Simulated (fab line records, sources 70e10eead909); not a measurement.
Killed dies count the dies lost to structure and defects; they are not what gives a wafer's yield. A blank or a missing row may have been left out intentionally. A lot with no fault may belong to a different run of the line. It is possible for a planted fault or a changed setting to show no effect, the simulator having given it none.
fab line records | flow nand-harc
[record] lots = 7 wafers = 18 last-day = 33
route steps=1302 shown A_DECK1_JOINT@535 A_ONON_D2@545
lots with no fault: from the same line, run without faults
start-h: the number of hours between the record's first day and the start of the first shown wafer of the lot | wait-h: how many hours have passed since the lot's step before this one | " identical to the entry in the row above | L1.1+2: one row covering several wafers at once | - no value present, or no start provided | * or withheld: withheld | < > ~ a bound
route shown NAME@n: NAME is a module with steps in the file, n the number in the route of the first one | usual: average and standard deviation across the fault-free wafers | same: alike in all rows | chamber/n: place in a boat | sites: per-site readings | _std_site: how widely they spread, as a standard deviation | _edge_site: inner sites' mean taken away from outer sites' mean | radius-mm: for every site, how far away it sits from the centre of the wafer | mask NAME#n: copy n | behind: the most recent tool/chamber to have shaped the wafer | hold: why the lot was held/for how many hours/how that ended | device: transistor that didn't switch, given as n, p or np | end of line: at the end of the route, the tests of the same wafers | where a step has no rows: the recipe by itself | killed: the dies lost at the first sort to structure and to defects; this is not the yield of the wafer | map: dies across one wafer; x = killed, . = not, _ = none there
set.NAME: the run value of the setting; set.NAME@STEP: its run value at that earlier step | model.NAME: the simulator's own value behind a step, which no gauge read
lots seen at some steps along the route; tables by step, rows by wafer
services: from which hour (start-h, from the record's first day; less than 0 if before it) a tool's chamber was out of use, for how many hours, and why
[[steps]]
[step NHARC_A_DECK1_JOINT_CURE_26]
[recipe] temp-c = 150 time-s = 32 pressure-atm = 0.395
[step NHARC_A_DECK1_JOINT_ANNEAL_27]
[recipe] temp-c = 400 time-s = 3600 idle-temp-c = 300 ramp-up-c-per-min = 10 densification-p-h2o-torr = 640
[step NHARC_A_DECK1_JOINT_ANNEAL_28]
[recipe] temp-c = 500 time-s = 1800 idle-temp-c = 400 ramp-up-c-per-min = 10 densification-p-h2o-torr = 640
[step NHARC_A_DECK1_JOINT_ANNEAL_29]
[recipe] temp-c = 750 time-s = 1800 idle-temp-c = 500 ramp-up-c-per-min = 10 ramp-down-c-per-min = 3
[step NHARC_A_DECK1_JOINT_CMP_02]
[recipe] material = SiOx
[usual] edge-zone-pressure-frac = 1.000/0.0048 motor-current-A = 12.1/1.4
// columns lot.wafer tool chamber start-h wait-h edge-zone-pressure-frac motor-current-A
L527.2 cmp-04 3 284.91 0.7 1.005 11.1
L527.6 " 1 " " 0.992 14.3
L527.5 " 2 " " 0.995 10.6
L530.3 cmp-04 3 301.77 0.4 0.997 11.0
L530.4 " 0 " " 1.005 10.8
L530.1 " 1 " " 1.004 13.5
L541.1 cmp-03 1 420.61 0.5 1.011 10.7
L541.2 " 2 " " 0.990 12.4
L541.5 " 2 " " 0.991 12.4
L543.4 cmp-03 2 431.04 0.4 0.992 12.8
L543.3 " 1 " " 1.001 11.8
L544.3 cmp-03 3 443.04 0.4 0.998 11.9
L544.1 " 0 " " 1.003 14.6
L545.1 cmp-01 1 455.23 0.4 1.006 13.2
L545.5 " 3 " " 0.997 12.7
L549.3 cmp-03 2 505.56 0.4 0.994 12.2
L549.6 " 1 " " 1.003 11.3
L549.5 " 2 " " 1.003 12.6
[step NHARC_A_DECK1_JOINT_SRD_15]
[step NHARC_A_DECK1_JOINT_DEP_16]
[recipe] target-thk-a = 450 temp-c = 400 pressure-torr = 6.5 rf-w = 900 teos-flow-sccm = 161.4 flow-sccm = 2650 target-thk-nm = 45 gas = O2 material = SiO2
[usual] heater-power-w = 575/88 throttle-valve-pct = 16.3/0.43
// columns lot.wafer tool chamber start-h wait-h heater-power-w throttle-valve-pct
L527.2 pecvd-01 1 285.28 0.1 734 17.0
L527.5 " 0 " " 647 15.7
L527.6 " 2 " " 541 16.7
L530.3 pecvd-04 2 302.18 0.1 716 16.4
L530.1 " 1 " " 514 15.8
L530.4 " 1 " " 535 16.0
L541.1 pecvd-03 2 421.03 0.1 471 15.5
L541.2 " 0 " " 636 16.7
L541.5 " 2 " " 466 15.4
L543.3 pecvd-03 0 431.50 0.1 547 16.7
L543.4 " 1 " " 623 16.9
L544.3 pecvd-03 2 443.39 0.1 482 15.4
L544.1 " 1 " " 612 17.0
L545.1 pecvd-04 2 455.57 0.1 657 16.8
L545.5 " 1 " " 474 16.2
L549.3 pecvd-03 0 505.93 0.1 628 16.9
L549.6 " 0 " " 631 17.0
L549.5 " 1 " " 610 16.8
[step NHARC_A_DECK1_JOINT_THK_MEAS_17]
[recipe] thk-meas-gauge = ellipsometry
[usual] thk-nm = 44.9/0.98
// columns lot.wafer tool chamber start-h wait-h thk-nm
L527.2 film-metro-01 - 285.53 0.2 44.1
L527.5 " - " " 45.5
L527.6 " - " " 45.7
L530.1 film-metro-01 - 302.46 0.2 44.3
L530.3 " - " " 43.5
L530.4 " - " " 45.7
L541.1 film-metro-02 - 421.28 0.2 47.8
L541.2 " - " " 43.4
L541.5 " - " " 44.8
L543.3 film-metro-01 - 431.73 0.2 44.1
L543.4 " - " " 43.6
L544.1 film-metro-02 - 443.67 0.2 43.9
L544.3 " - " " 44.3
L545.1 film-metro-01 - 455.85 0.2 44.4
L545.5 " - " " 44.5
L549.3 film-metro-01 - 506.21 0.3 43.7
L549.5 " - " " 44.5
L549.6 " - " " 44.2
[step NHARC_A_DECK1_JOINT_INSPECT_05]
[usual] raw-defect-count = 333/130
// columns lot.wafer tool chamber start-h wait-h raw-defect-count
L527.2 defect-inspect-01 - 285.56 0.0 298
L527.5 " - " " 388
L527.6 " - " " 342
L530.1 defect-inspect-01 - 302.50 0.0 300
L530.3 " - " " 141
L530.4 " - " " 208
L541.1 defect-inspect-02 - 421.32 0.0 287
L541.2 " - " " 307
L541.5 " - " " 278
L543.3 defect-inspect-01 - 431.76 0.0 315
L543.4 " - " " 312
L544.1 defect-inspect-01 - 443.70 0.0 168
L544.3 " - " " 227
L545.1 defect-inspect-01 - 455.88 0.0 284
L545.5 " - " " 354
L549.3 defect-inspect-01 - 506.24 0.0 231
L549.5 " - " " 146
L549.6 " - " " 294
[step NHARC_A_ONON_D2_DEP_00]
[recipe] target-thk-a = 10000 n2-flow-sccm = 2750 n2o-flow-sccm = 2000 nh3-flow-sccm = 500 sih4-flow-sccm = 210 temp-c = 400
[step NHARC_A_ONON_D2_THK_MEAS_02]
[recipe] thk-meas-gauge = ellipsometry
[usual] thk-nm = 999/10
// columns lot.wafer tool chamber start-h wait-h thk-nm
L527.2 film-metro-02 - 286.35 - 1002
L527.5 " - " " 1002
L527.6 " - " " 1001
L530.1 film-metro-01 - 303.07 - 995
L530.3 " - " " 995
L530.4 " - " " 996
L541.1 film-metro-01 - 421.90 - 992
L541.2 " - " " 991
L541.5 " - " " 989
L543.3 film-metro-02 - 432.33 - 995
L543.4 " - " " 995
L544.1 film-metro-02 - 444.28 - 1019
L544.3 " - " " 1017
L545.1 film-metro-02 - 456.46 - 1002
L545.5 " - " " 1001
L549.3 film-metro-01 - 506.82 - 998
L549.5 " - " " 998
L549.6 " - " " 998
[step NHARC_A_ONON_D2_DEP_03]
[recipe] target-thk-a = 10000 n2-flow-sccm = 2750 n2o-flow-sccm = 2000 nh3-flow-sccm = 500 sih4-flow-sccm = 210 temp-c = 400
// columns lot.wafer tool chamber start-h wait-h
L527.2+5+6 pecvd-onon-03 0 286.46 0.1
L530.1+3+4 pecvd-onon-03 0 303.13 0.1
L541.1+2+5 pecvd-onon-02 0 421.95 0.1
L543.3+4 pecvd-onon-03 0 432.51 0.2
L544.1+3 pecvd-onon-03 0 444.33 0.1
L545.1+5 pecvd-onon-03 0 456.65 0.2
L549.3+5+6 pecvd-onon-01 0 507.00 0.2
[step NHARC_A_ONON_D2_THK_MEAS_05]
[recipe] thk-meas-gauge = ellipsometry
[usual] thk-nm = 999/10
// columns lot.wafer tool chamber start-h wait-h thk-nm
L527.2 film-metro-01 - 286.92 - 993
L527.5 " - " " 992
L527.6 " - " " 994
L530.1 film-metro-01 - 303.64 - 994
L530.3 " - " " 992
L530.4 " - " " 993
L541.1 film-metro-01 - 422.47 - 990
L541.2 " - " " 989
L541.5 " - " " 989
L543.3 film-metro-02 - 432.90 - 1540
L543.4 " - " " 988
L544.1 film-metro-02 - 444.84 - 1560
L544.3 " - " " 1558
L545.1 film-metro-01 - 457.16 - 1553
L545.5 " - " " 1001
L549.3 film-metro-02 - 507.39 - 1019
L549.5 " - " " 1019
L549.6 " - " " 1019
[step NHARC_A_ONON_D2_DEP_06]
[recipe] target-thk-a = 10000 n2-flow-sccm = 2750 n2o-flow-sccm = 2000 nh3-flow-sccm = 500 sih4-flow-sccm = 210 temp-c = 400
[[services]]
// columns tool chamber start-h hours kind
pecvd-01 - 264.74 2.4 repair
pecvd-onon-01 - 273.04 13.0 pm
pecvd-onon-02 - 276.34 5.0 repair
cmp-03 - 282.06 4.3 repair
pecvd-04 - 284.95 13.0 pm
cmp-04 - 296.77 0.6 repair
pecvd-03 - 297.08 0.4 repair
cmp-04 - 307.05 4.0 pm
pecvd-03 0 317.86 3.1 repair
pecvd-01 - 323.07 13.0 pm
cmp-03 - 358.26 4.0 pm
pecvd-03 - 366.00 13.0 pm
cmp-04 - 405.05 4.0 pm
pecvd-onon-03 - 408.00 13.0 pm
pecvd-03 2 408.63 6.7 repair
cmp-04 - 430.81 1.0 repair
cmp-04 - 440.59 1.7 repair
cmp-04 - 455.57 2.2 repair
cmp-03 - 456.26 4.0 pm
pecvd-04 - 465.95 13.0 pm
pecvd-onon-03 - 474.96 0.5 repair
cmp-04 - 476.87 1.6 repair
pecvd-03 - 497.69 1.1 repair
cmp-04 - 503.05 4.0 pm
[[key]]
[first-sign] step = NHARC_A_ONON_D2_THK_MEAS_05 reading = thk-nm direction = up sigmas = 53 usual = 999 struck = 1553
effect none on later readings
met-at NHARC_A_ONON_D2_DEP_03
struck-wafers L543.3,L544.1,L544.3,L545.1
later-rows-left-out L543.3,L544.1,L544.3,L545.1
sort-left-out L543.3,L544.1,L544.3,L545.1
tester-left-out L543,L544,L545
onset-between 303.13 432.51
[fault] kind = process-parameter-drift tool = pecvd-onon-03 chamber = - onset-h = 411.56 steps = NHARC_A_ONON_D2_DEP_03 channel = target-thk-a offset = * shape = step end-h = 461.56 scope = struck-wafers-only acts-in = * stated = *
// tester-left-out: of these lots the tester's yield and bins aren't shown, on N5 and GAA mostly nor the transistor test; their killed dies are dies lost to structure and defects alone, not to doping, threshold or leakage, so they don't give the yield
// sort-left-out: the simulated sort isn't trusted on such a fault, so these wafers' sort isn't shown, and their yield isn't known
// later-rows-left-out: the simulator's readings of these wafers behind a module that went badly wrong aren't trusted and aren't shown, but for the sort
